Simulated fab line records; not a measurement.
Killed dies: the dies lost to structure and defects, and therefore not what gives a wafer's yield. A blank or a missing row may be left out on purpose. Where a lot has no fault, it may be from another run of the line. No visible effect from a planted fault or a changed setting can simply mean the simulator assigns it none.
A lot that was struck, set against a sound lot | flow n5_finfet | 35 out of 1938 route steps
Sound: the wafers L685.2, L685.4, L685.6. Struck: wafers L700.2, L700.3, L700.5. Last of all comes the cause.
For every step that has rows: the tool of each side, followed by ch and its chambers, followed by its first start. Under that, the readings that differ: sound wafers | struck wafers | difference of the means | sigmas: that difference in standard deviations of wafers without a fault.
alike: a reading whose means differ by less than 2 such deviations, as well as words and numbers matching on both sides. not compared: withheld readings; readings where some wafer has no value; bounds like >300 that might hide an equal value; numbers whose values overlap and for which the record gives no deviation.
The two part at a step that has a row with sigmas, a row that says differs or no value, or rows on one side only. Numbers that don't overlap but have no deviation are shown without sigmas and don't part them. A reading missing from all wafers of one side parts the sides only when that side holds two or more wafers.

first, 9 steps without rows for these wafers: N5_SD_EPI_N_SOFTBAKE_04 (time 60 s); N5_SD_EPI_N_EXPOSE_06 (exposes mask SD N BLK, target cd 120 nm); N5_SD_EPI_N_PEB_07 (peb time 60 s); N5_SD_EPI_N_DEVELOP_08 (develop time 30 s); N5_SD_EPI_N_DESCUM_14 (chemistry O2, time 7.9 s); N5_SD_EPI_N_ETCH_34 (etches SiARC in CF4, target depth 45.5 nm, time 75.8 s); N5_SD_EPI_N_ETCH_35 (etches SOC in N2/H2, overetch 108 nm, time 486 s); N5_SD_EPI_N_STRIP_36 (strips in N2/H2); N5_SD_EPI_N_ETCHBACK_44 (etches SiNx in CH3F/O2, stops on SiO2, target depth 14.5 nm).
N5_SD_EPI_N_ETCH_45: etches SiOCN in CH3F/O2, target depth 6 nm.
  sound on rie_diel-06 ch 1,2,3, day 3 19:52; struck on rie_diel-04 ch 2,3, day 7 15:11
  reading                  | sound             | struck            | difference | sigmas
  model.etch.depth_nm (nm) | 5.975 6.034 6.147 | 2.833 2.797 2.815 | -3.237     |
  alike: chamber_pressure_mTorr, drypump_motor_current_A, oes_product_au, rf_vpp_V, showerhead_plenum_p_Torr, throttle_valve_pct
  not compared: rf_hours_counter_h
then, 24 steps without rows for these wafers: N5_SD_EPI_N_ETCH_16 (etches SiO2 in CHF3/O2, target depth 5 nm); N5_SD_EPI_N_STRIP_47 (strips in CHF3/O2); N5_SD_EPI_N_SD_RECESS_17 (chemistry HBr/Cl2/O2, target depth 41 nm, time 23.7 s, bt time 3 s); N5_SD_EPI_N_STRIP_38 (strips in N2/H2); N5_SD_EPI_N_WET_ETCH_43 (etches SiO2 in dHF, time 14 s, target depth 1.5 nm); N5_SD_EPI_N_STRIP_18 (strips in SPM, time 750 s); N5_SD_EPI_N_SRD_20 (time 30 s); N5_SD_EPI_N_PRECLEAN_48 (cleans in NF3:NH3, afs cycles 2, time 20 s, sublimation time 60 s); N5_SD_EPI_N_VAPOR_ETCH_50 (etches Si in HCl, time 54 s); N5_SD_EPI_N_EPI_21 (deposits Si:P, time 690 s); N5_SD_EPI_N_PRECLEAN_24 (cleans in O3/DIW, time 60 s); N5_SD_EPI_N_SRD_25 (time 30 s); N5_SD_EPI_N_PRECLEAN_49 (cleans in NF3:NH3, afs cycles 1, time 20 s, sublimation time 60 s); N5_SD_EPI_N_LINER_46 (material SiNx, target thk 3 nm); N5_SD_EPI_P_COAT_34 (time 60 s, resist thk 350 nm); N5_SD_EPI_P_COAT_35 (time 60 s, resist thk 35 nm); N5_SD_EPI_P_COAT_03 (resist thk 150 nm); N5_SD_EPI_P_EBR_05; N5_SD_EPI_P_SOFTBAKE_04 (time 60 s); N5_SD_EPI_P_EXPOSE_06 (exposes mask SD P BLK, target cd 240 nm); N5_SD_EPI_P_PEB_07 (peb time 60 s); N5_SD_EPI_P_DEVELOP_08 (develop time 30 s); N5_SD_EPI_P_DESCUM_14 (chemistry O2, time 7.9 s); N5_SD_EPI_P_ETCH_36 (etches SiARC in CF4, target depth 45.5 nm, time 75.8 s).
-- the record jumps here: 5 days lie between the struck wafers' starts before and after (it left off in module SD_EPI_P and takes up again in module BEOL_M4, whose first step shown is number 1111 of the route) --
N5_BEOL_M4_RC_MEAS_101:
  sound on prober-02 ch 0, day 8 05:14; struck on prober-01 ch 0, day 12 07:16
  reading   | sound                | struck               | difference | sigmas
  VT_P (mV) | -254.3 -252.8 -256.9 | -249.9 -248.4 -247.1 | +6.2       | +2
  alike: DIBL_N, DIBL_P, IOFF_N, IOFF_P, ION_N, ION_P, REXT_N, SS_N, SS_P, VT_N

WHERE THEY PART
At N5_BEOL_M4_RC_MEAS_101 and nowhere else, as far as this record goes.

WHY: whatever the simulator had introduced
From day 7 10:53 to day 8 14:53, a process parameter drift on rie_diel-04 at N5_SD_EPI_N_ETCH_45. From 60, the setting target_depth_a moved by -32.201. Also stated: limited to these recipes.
